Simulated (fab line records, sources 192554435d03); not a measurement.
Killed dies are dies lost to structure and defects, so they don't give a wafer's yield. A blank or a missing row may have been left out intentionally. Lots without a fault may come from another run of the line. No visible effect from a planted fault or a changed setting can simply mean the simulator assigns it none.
fab line records | flow n5-finfet
record lots=10 wafers=28 last-day=18
route steps=1938 shown BEOL_M0@746 BEOL_M1@754 BEOL_M4@1111 PASSIVATION@1936
lots untouched by any fault: they come from a run of this same line in which no faults occurred
start-h: hours from the record's opening day to when the first of the lot's shown wafers began | wait-h: hours from the lot's prior step to this one | " repeats the value in the row above | L1.1+2: one row covering several wafers at once | - either no value or no given start | * or withheld: withheld | < > ~ a bound
route shown NAME@n: a module of which the file shows steps, and the number in the route of the first | usual: mean/standard deviation of fault-free wafers | same: alike in all rows | chamber/n: place in a boat | sites: the reading at each site | _std_site: the standard deviation of these | _edge_site: inner sites' mean taken away from outer sites' mean | radius-mm: for every site, how far away it sits from the centre of the wafer | mask NAME#n: copy n | behind: tool/chamber where the wafer was last shaped | hold: why the lot went on hold/how many hours it stayed there/how the hold came to an end | device: transistor that didn't switch, given as n, p or np | end of line: the same wafers' tests at the end of the route | step lacking rows: just its recipe | killed: count of dies lost to structure and defects at first sort (not the wafer's yield) | map: per-die view of a wafer (x killed, . not killed, _ where there is no die)
set.NAME: the setting that was run; set.NAME@STEP: the one run at that earlier step | model.NAME: the simulator's own value behind a step, which no gauge read
one table for each step of the route and one row for each wafer, over a sample of lots
services: from which hour (start-h, from the record's first day; less than 0 if before it) a tool's chamber was out of use, for how many hours, and why
## steps
# step N5_BEOL_M0_CO_CAP_123
# recipe material=Co target-thk-a=20 temp-c=200 precursor=CCTBA/H2 pressure-torr=30 time-s=102.1
# usual heater-power-outer-w=131/12 heater-power-w=247/22
# columns lot.wafer tool chamber start-h wait-h heater-power-outer-w heater-power-w
L126.3 cvd-co-02 2 117.22 0.1 121 232
L126.4 " 0 " " 140 257
L126.5 " 0 " " 142 248
L128.4 cvd-co-02 0 132.01 0.1 138 255
L128.5 " 0 " " 142 253
L128.6 " 2 " " 124 233
L129.2 cvd-co-02 0 133.15 0.0 141 257
L129.3 " 2 " " 125 229
L132.2 cvd-co-01 0 155.78 0.0 130 254
L132.5 " 1 " " 112 213
L132.6 " 2 " " 130 246
L134.2 cvd-co-02 0 171.88 0.0 141 259
L134.4 " 1 " " 154 286
L134.5 " 0 " " 142 248
L136.1 cvd-co-02 0 203.72 0.0 141 248
L136.5 " 0 " " 141 260
L136.6 " 1 " " 154 291
L137.3 cvd-co-01 2 205.27 0.0 133 252
L137.4 " 0 " " 129 259
L137.5 " 1 " " 111 211
L145.1 cvd-co-01 0 233.39 0.0 129 248
L145.3 " 2 " " 131 255
L145.6 " 2 " " 135 251
L146.2 cvd-co-01 1 240.43 0.0 108 210
L146.6 " 1 " " 110 208
L149.1 cvd-co-02 1 262.28 0.0 157 289
L149.2 " 0 " " 144 257
L149.5 " 2 " " 124 231
# step N5_BEOL_M0_RS_MEAS_126
# recipe thk-meas-gauge=four-point-probe reads=Co_of_BEOL_M0_CO_CAP_123+Cu_of_BEOL_M0_ECD_118+Co_of_BEOL_M0_CVD_115+TaN_of_BEOL_M0_ALD_136
# usual M0_RS=0.540/0.02
# columns lot.wafer tool chamber start-h wait-h M0_RS[ohm/sq]
L126.3 film-metro-02 - 117.41 0.1 0.523
L126.4 " - " " 0.511
L126.5 " - " " 0.503
L128.4 film-metro-02 - 132.19 0.0 0.534
L128.5 " - " " 0.522
L128.6 " - " " 0.526
L129.2 film-metro-02 - 133.37 0.1 0.542
L129.3 " - " " 0.548
L132.2 film-metro-01 - 155.97 0.1 0.559
L132.5 " - " " 0.556
L132.6 " - " " 0.560
L134.2 film-metro-01 - 172.06 0.1 0.525
L134.4 " - " " 0.530
L134.5 " - " " 0.524
L136.1 film-metro-01 - 203.91 0.0 0.534
L136.5 " - " " 0.551
L136.6 " - " " 0.535
L137.3 film-metro-02 - 205.45 0.1 0.562
L137.4 " - " " 0.530
L137.5 " - " " 0.518
L145.1 film-metro-02 - 233.57 0.0 0.567
L145.3 " - " " 0.553
L145.6 " - " " 0.574
L146.2 film-metro-02 - 240.61 0.1 0.589
L146.6 " - " " 0.535
L149.1 film-metro-01 - 262.47 0.0 0.545
L149.2 " - " " 0.539
L149.5 " - " " 0.527
# step N5_BEOL_M1_HM_DEP_02
# recipe material=TiN target-thk-a=200 temp-c=25 chamber-pressure-pa=0.49996
# usual substrate-temp-c=25.00/0.11 throttle-valve-pct=29.8/1.2
# columns lot.wafer tool chamber start-h wait-h substrate-temp-c throttle-valve-pct
L126.3 pvd-sputter-02 - 119.29 1.7 25.10 30.6
L126.4 " - " " 24.95 29.9
L126.5 " - " " 25.13 30.4
L128.4 pvd-sputter-02 - 134.43 2.0 25.02 30.5
L128.5 " - " " 25.04 30.8
L128.6 " - " " 24.96 30.7
L129.2 pvd-sputter-02 - 135.37 1.8 24.94 30.9
L129.3 " - " " 25.03 30.5
L132.2 pvd-sputter-03 - 157.59 1.4 25.07 27.2
L132.5 " - " " 25.05 30.5
L132.6 " - " " 25.01 29.1
L134.2 pvd-sputter-03 - 174.07 1.8 24.91 27.3
L134.4 " - " " 25.05 30.1
L134.5 " - " " 24.86 30.4
L136.1 pvd-sputter-03 - 204.71 0.6 24.91 27.3
L136.5 " - " " 25.15 30.0
L136.6 " - " " 24.83 27.2
L137.3 pvd-sputter-03 - 207.27 1.6 25.03 30.0
L137.4 " - " " 24.98 27.2
L137.5 " - " " 25.00 28.8
L145.1 pvd-sputter-03 - 235.52 1.7 25.12 28.9
L145.3 " - " " 24.98 30.4
L145.6 " - " " 24.89 30.2
L146.2 pvd-sputter-03 - 242.12 1.3 24.89 27.3
L146.6 " - " " 24.77 28.7
L149.1 pvd-sputter-03 - 263.10 0.4 24.96 30.3
L149.2 " - " " 25.01 28.7
L149.5 " - " " 24.89 30.3
# step N5_BEOL_M1_ETCH_64
# recipe chemistry=N2/H2 target=SOC target-depth-a=750 overetch-a=150 mask-material=SiARC temp-c=40 time-s=112.5 ion-energy-ev=200 pressure-mtorr=30 source-w=840 bias-w=150 n2-flow-sccm=200 h2-flow-sccm=200
# usual bias-w=150.0/0.44 drypump-motor-current-A=5.5/0.46 oes-product-au=0.63/0.069 rf-vpp-V=523.0/2.4 showerhead-plenum-p-Torr=2.52/0.072 throttle-valve-pct=17.91/0.25
# columns lot.wafer tool chamber start-h wait-h bias-w drypump-motor-current-A oes-product-au rf-hours-counter-h rf-vpp-V showerhead-plenum-p-Torr throttle-valve-pct
L126.3 rie-diel-06 2 119.88 0.0 150.6 5.7 0.57 183 522.8 2.51 17.71
L126.4 " 0 " " 150.0 6.4 0.65 62 523.0 2.58 17.58
L126.5 " 1 " " 150.0 5.8 0.61 - 521.9 2.45 18.14
L128.4 rie-diel-04 2 135.21 0.1 150.5 4.8 0.73 - 521.1 2.50 17.56
L128.5 " 0 " " 149.6 6.0 0.65 - 521.9 2.47 17.90
L128.6 " 1 " " 150.0 5.5 0.54 - 528.2 2.60 18.49
L129.2 rie-diel-06 0 136.22 0.0 150.4 6.3 0.64 69 526.0 2.58 17.60
L129.3 " 1 " " 149.5 5.8 0.61 146 520.7 2.45 18.15
L132.2 rie-diel-04 0 158.39 0.0 150.6 6.0 0.64 117 521.0 2.46 17.91
L132.5 " 2 " " 149.9 4.8 0.72 - 521.9 2.50 17.58
L132.6 " 0 " " 150.2 6.0 0.64 - 522.0 2.46 17.92
L134.2 rie-diel-04 3 174.66 0.0 149.2 4.9 0.57 193 522.8 2.53 17.96
L134.4 " 1 " " 149.7 5.5 0.79 1 525.4 2.59 18.05
L134.5 " 0 " " 149.5 6.0 0.63 - 522.2 2.46 17.92
L136.1 rie-diel-04 3 205.31 0.0 151.0 4.9 0.56 201 523.8 2.52 17.95
L136.5 " 0 " " 150.0 6.0 0.63 - 522.3 2.46 17.94
L136.6 " 1 " " 150.0 5.5 0.76 - 525.5 2.59 18.07
L137.3 rie-diel-04 3 207.86 0.0 150.0 5.0 0.56 202 523.3 2.52 17.95
L137.4 " 0 " " 140.6 6.0 0.63 131 498.5 2.46 17.93
L137.5 " 0 " " 140.2 6.0 0.63 - 499.7 2.46 17.95
L145.1 rie-diel-06 3 236.37 0.0 149.6 5.0 0.72 26 527.3 2.60 17.47
L145.3 " 1 " " 149.6 5.8 0.60 172 519.3 2.44 18.19
L145.6 " 2 " " 150.1 5.7 0.56 - 522.8 2.50 17.77
L146.2 rie-diel-03 0 242.71 0.0 150.6 5.7 0.59 152 516.9 2.35 18.05
L146.6 " 0 " " 150.1 5.7 0.59 - 517.4 2.35 18.01
L149.1 rie-diel-03 2 263.93 0.0 149.7 5.2 0.56 200 526.0 2.63 18.10
L149.2 " 1 " " 150.3 5.6 0.56 217 523.6 2.52 17.91
L149.5 " 3 " " 150.1 5.7 0.59 - 521.2 2.43 18.18
# step N5_BEOL_M4_RC_MEAS_101
# usual DIBL_N=35.9/1.7 DIBL_P=35.8/2.2 IOFF_N=0.15/0.03 IOFF_P=0.21/0.036 ION_N=674/12 ION_P=463/7.2 SS_N=71.3/0.59 SS_P=73.1/0.69 VT_N=250/3 VT_P=-251/3.2
# columns lot.wafer tool chamber start-h wait-h DIBL_N[mV/V] DIBL_P[mV/V] IOFF_N[nA/um] IOFF_P[nA/um] ION_N[uA/um] ION_P[uA/um] SS_N[mV/dec] SS_P[mV/dec] VT_N[mV] VT_P[mV]
L126.3 prober-02 0 160.58 0.3 35.6 36.5 0.14 0.22 673 468 72.2 74.0 250 -248
L126.4 " 0 " " 35.3 36.0 0.14 0.20 678 464 71.1 73.4 250 -252
L126.5 " 0 " " 33.9 34.0 0.12 0.17 674 462 71.0 73.0 253 -252
L128.4 prober-01 0 177.57 0.6 34.2 33.4 0.13 0.20 674 468 71.0 72.0 249 -251
L128.5 " 0 " " 33.6 33.0 0.12 0.19 658 462 71.3 72.1 254 -250
L128.6 " 0 " " 34.9 34.2 0.14 0.20 668 462 71.7 73.0 252 -249
L129.2 prober-01 0 184.27 0.2 38.9 36.7 0.20 0.23 691 467 71.1 73.1 247 -247
L129.3 " 0 " " 37.9 36.7 0.19 0.25 670 462 71.4 72.5 245 -246
L132.2 prober-02 0 210.04 0.2 36.5 36.2 0.16 0.21 676 465 71.3 72.6 249 -251
L132.5 " 0 " " 37.8 37.1 0.18 0.23 693 464 71.6 72.4 246 -248
L132.6 " 0 " " 38.6 38.2 0.20 0.25 684 471 72.5 73.0 246 -247
L134.2 prober-01 0 229.99 0.2 35.7 37.4 0.15 0.20 675 467 71.2 73.1 250 -252
L134.4 " 0 " " 35.9 36.5 0.14 0.21 675 467 71.5 73.0 254 -249
L134.5 " 0 " " 35.3 37.5 0.15 0.22 685 474 71.3 72.5 249 -252
L136.1 prober-02 0 240.21 0.0 33.3 32.4 0.10 0.14 656 457 70.1 71.9 252 -255
L136.5 " 0 " " 34.1 35.3 0.12 0.17 665 457 70.3 73.2 253 -255
L136.6 " 0 " " 34.9 33.7 0.12 0.15 649 447 70.9 72.8 253 -258
L137.3 prober-02 0 244.46 0.3 36.4 34.9 0.14 0.20 674 463 71.1 73.5 251 -250
L137.4 " 0 " " 38.0 36.9 0.17 0.24 675 462 72.1 73.5 250 -249
L137.5 " 0 " " 35.9 33.9 0.14 0.18 675 463 71.3 72.4 252 -253
L145.1 prober-01 0 292.19 0.0 33.5 33.8 0.13 0.19 670 464 70.4 72.4 250 -248
L145.3 " 0 " " 32.6 31.7 0.11 0.17 645 447 70.0 72.1 252 -251
L145.6 " 0 " " 36.3 35.8 0.17 0.22 681 468 71.0 73.4 251 -248
L146.2 prober-02 0 293.08 0.2 37.1 36.8 0.17 0.25 679 472 71.1 73.1 249 -246
L146.6 " 0 " " 35.7 35.6 0.15 0.22 677 464 71.6 73.1 249 -248
L149.1 prober-02 0 315.37 0.0 33.7 34.0 0.11 0.16 667 464 70.3 72.1 256 -255
L149.2 " 0 " " 36.1 36.2 0.14 0.18 675 457 71.2 73.5 254 -251
L149.5 " 0 " " 34.0 34.3 0.11 0.15 658 457 70.8 72.1 255 -255
# step N5_PASSIVATION_PROBE_49
# usual defect-limited-yield=91.0/1.5 killed_at_M0_to_M3=35/12 killed_at_M4_up=15/5.8 killed-at-contacts=14/7.2 killed-at-front-end=40/10 killed-at-other=3/3 killed-dies=106/18 killed-open=68/14 killed-short=35/7.2 sort_bin_5_function=5.2/0.96 sort_bin_6_memory=3.3/0.69 sort_bin_8_speed=0.00/0.022 sort-n-pass=1074/18 sort-yield-pct=91.0/1.5
# same gross-dies=1180 killed-at-back-side=0 sort_bin_4_leakage[%]=0
# columns lot.wafer tool chamber start-h wait-h defect-limited-yield[%] killed_at_M0_to_M3 killed_at_M4_up killed-at-contacts killed-at-front-end killed-at-other killed-dies killed-open killed-short sort_bin_5_function[%] sort_bin_6_memory[%] sort_bin_8_speed[%] sort-n-pass sort-yield-pct[%]
L126.3 prober-02 - 264.05 0.1 91.8 34 21 14 26 2 97 55 40 5.2 2.5 0 1083 91.8
L126.4 prober-02 - 264.10 0.2 90.3 27 21 28 38 0 114 69 45 4.9 4.7 0 1066 90.3
L126.5 prober-02 - 264.15 0.2 91.6 34 18 21 25 1 99 71 27 4.6 3.6 0 1081 91.6
L134.2 prober-02 - 335.48 0.1 90.3 37 16 12 49 1 115 76 35 6.4 3.0 0 1065 90.3
L134.4 prober-02 - 335.58 0.2 88.9 46 25 33 18 9 131 96 33 7.0 3.8 0 1049 88.9
L134.5 prober-02 - 335.63 0.2 89.5 40 24 23 36 1 124 80 35 5.8 4.2 0 1056 89.5
L136.5 prober-02 - 336.44 0.2 91.1 20 11 23 51 0 105 57 45 5.7 2.9 0 1075 91.1
L137.4 prober-02 - 355.00 0.2 91.5 22 7 33 37 1 100 68 25 5.0 2.7 0 1080 91.5
L137.5 prober-02 - 355.05 0.2 92.3 26 11 21 30 3 91 50 38 4.6 2.9 0 1089 92.3
L146.2 prober-02 - 391.57 0.1 88.5 56 13 13 47 7 136 88 42 6.0 4.7 0 1044 88.5
L146.6 prober-02 - 391.77 0.3 91.3 33 13 13 37 7 103 67 36 5.8 2.5 0 1077 91.3
# killed by level:class
L126.3 MOL_CONTACT_COAG:geometric-particle:open=10 BEOL_M0_SAQP:geometric-particle:short=8 BEOL_M3:geometric-particle:open=7 FIN_SAQP:geometric-particle:short=6 BEOL_M1:geometric-particle:open=5 BEOL_M0_SAQP:geometric-particle:open=5 BEOL_M4:geometric-particle:open=5 BEOL_M4:geometric-particle:short=5
L126.4 MOL_CONTACT_COAG:geometric-particle:open=22 FIN_SAQP:geometric-particle:short=12 FIN_SAQP:geometric-particle:open=12 BEOL_M0_SAQP:geometric-particle:open=9 BEOL_M0_SAQP:geometric-particle:short=8 GATE_CUT:geometric-particle:short=6 MOL_CONTACT_COAG:geometric-particle:short=6 BEOL_M5:geometric-particle:open=6
L126.5 MOL_CONTACT_COAG:geometric-particle:open=18 BEOL_M4:geometric-particle:open=10 BEOL_M0_SAQP:geometric-particle:open=8 BEOL_M1:geometric-particle:open=8 BEOL_M0_SAQP:geometric-particle:short=7 FIN_SAQP:geometric-particle:open=6 BEOL_M2:geometric-particle:open=4 FIN_CUT:geometric-particle:short=3
L134.2 FIN_SAQP:geometric-particle:open=20 MOL_CONTACT_COAG:geometric-particle:open=11 BEOL_M3:geometric-particle:open=11 BEOL_M0_SAQP:geometric-particle:short=8 FIN_SAQP:geometric-particle:short=7 BEOL_M4:geometric-particle:open=6 STI_FIN_REVEAL:geometric-particle:open=5 DUMMY_GATE:geometric-particle:open=4
L134.4 MOL_CONTACT_COAG:geometric-particle:open=26 BEOL_M3:geometric-particle:open=14 BEOL_M4:geometric-particle:open=13 BEOL_M1:geometric-particle:open=9 BEOL_M2:geometric-particle:open=9 DUMMY_GATE:geometric-particle:open=8 MOL_CONTACT_COAG:geometric-particle:short=7 BEOL_M2:geometric-particle:short=4
L134.5 MOL_CONTACT_COAG:geometric-particle:open=20 BEOL_M3:geometric-particle:open=11 BEOL_M4:geometric-particle:open=9 BEOL_M0_SAQP:geometric-particle:open=8 BEOL_M4:geometric-particle:short=8 HKMG_FIN:area-etch=6 DUMMY_GATE:geometric-particle:open=5 GATE_CUT:geometric-particle:short=5
L136.5 FIN_SAQP:geometric-particle:short=17 MOL_CONTACT_COAG:geometric-particle:open=17 FIN_SAQP:geometric-particle:open=11 BEOL_M0_SAQP:geometric-particle:open=7 BEOL_M0_SAQP:geometric-particle:short=6 ILD0:geometric-particle:short=5 GATE_CUT:geometric-particle:open=4 MOL_CONTACT_COAG:geometric-particle:short=4
L137.4 MOL_CONTACT_COAG:geometric-particle:open=25 FIN_SAQP:geometric-particle:open=13 MOL_CONTACT_COAG:geometric-particle:short=8 STI_FIN_REVEAL:geometric-particle:open=5 BEOL_M0_SAQP:geometric-particle:open=5 BEOL_M2:geometric-particle:open=5 HKMG_FIN:area-etch=4 DUMMY_GATE:geometric-particle:open=3
L137.5 MOL_CONTACT_COAG:geometric-particle:open=15 FIN_SAQP:geometric-particle:short=9 BEOL_M2:geometric-particle:open=8 FIN_SAQP:geometric-particle:open=7 BEOL_M0_SAQP:geometric-particle:short=6 MOL_CONTACT_COAG:geometric-particle:short=6 BEOL_M1:geometric-particle:short=6 STI_FIN_REVEAL:geometric-particle:short=3
L146.2 BEOL_M2:geometric-particle:open=12 MOL_CONTACT_COAG:geometric-particle:open=10 STI_FIN_REVEAL:geometric-particle:open=8 ILD0:geometric-particle:open=8 BEOL_M0_SAQP:geometric-particle:short=8 BEOL_M1:geometric-particle:open=8 BEOL_M3:geometric-particle:open=6 BEOL_M4:geometric-particle:open=6
L146.6 MOL_CONTACT_COAG:geometric-particle:open=12 GATE_CUT:geometric-particle:short=10 STI_FIN_REVEAL:geometric-particle:open=8 BEOL_M1:geometric-particle:open=7 GATE_CUT:geometric-particle:open=6 BEOL_M2:geometric-particle:open=6 BEOL_M0_SAQP:geometric-particle:short=5 BEOL_M0_SAQP:geometric-particle:open=4
## services
# columns tool chamber start-h hours kind
pvd-sputter-02 - 98.41 3.3 repair
rie-diel-03 1 101.96 13.8 repair
cvd-co-02 1 114.67 - clean
cvd-co-02 1 114.67 22.0 scheduled-down
cvd-co-02 1 114.67 22.0 vent-cycle
pvd-sputter-03 - 118.41 4.7 repair
rie-diel-06 3 124.83 - clean
rie-diel-06 3 124.83 - consumable-replace:focus-ring
rie-diel-06 3 124.83 16.8 scheduled-down
rie-diel-06 3 124.83 16.8 vent-cycle
rie-diel-04 3 133.22 25.4 repair
rie-diel-04 - 156.34 0.4 repair
rie-diel-04 1 158.58 - clean
rie-diel-04 1 158.58 - consumable-replace:focus-ring
rie-diel-04 1 158.58 11.0 scheduled-down
rie-diel-04 1 158.58 11.0 vent-cycle
rie-diel-03 0 159.43 22.4 repair
rie-diel-06 - 162.87 1.0 repair
rie-diel-06 1 168.49 4.1 repair
rie-diel-03 0 188.15 20.7 repair
cvd-co-02 - 225.47 2.8 pm
## key
first-sign step=N5_BEOL_M1_ETCH_64 reading=bias-w direction=down sigmas=22 usual=* struck=*
effect step=N5_BEOL_M1_ETCH_64 reading=rf-vpp-V direction=down sigmas=10 usual=523.0 struck=499.1
met-at N5_BEOL_M1_ETCH_64
struck-lots L137
struck-wafers L137.4,L137.5
not-acting-at N5_BEOL_M0_CO_CAP_123,N5_BEOL_M0_RS_MEAS_126,N5_BEOL_M1_HM_DEP_02
onset-between 205.31 207.86
fault kind=process-parameter-drift tool=rie-diel-04 chamber=0 onset-h=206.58 steps=N5_BEOL_M1_ETCH_64 channel=bias-w offset=* shape=step end-h=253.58 acts-in=* stated=*
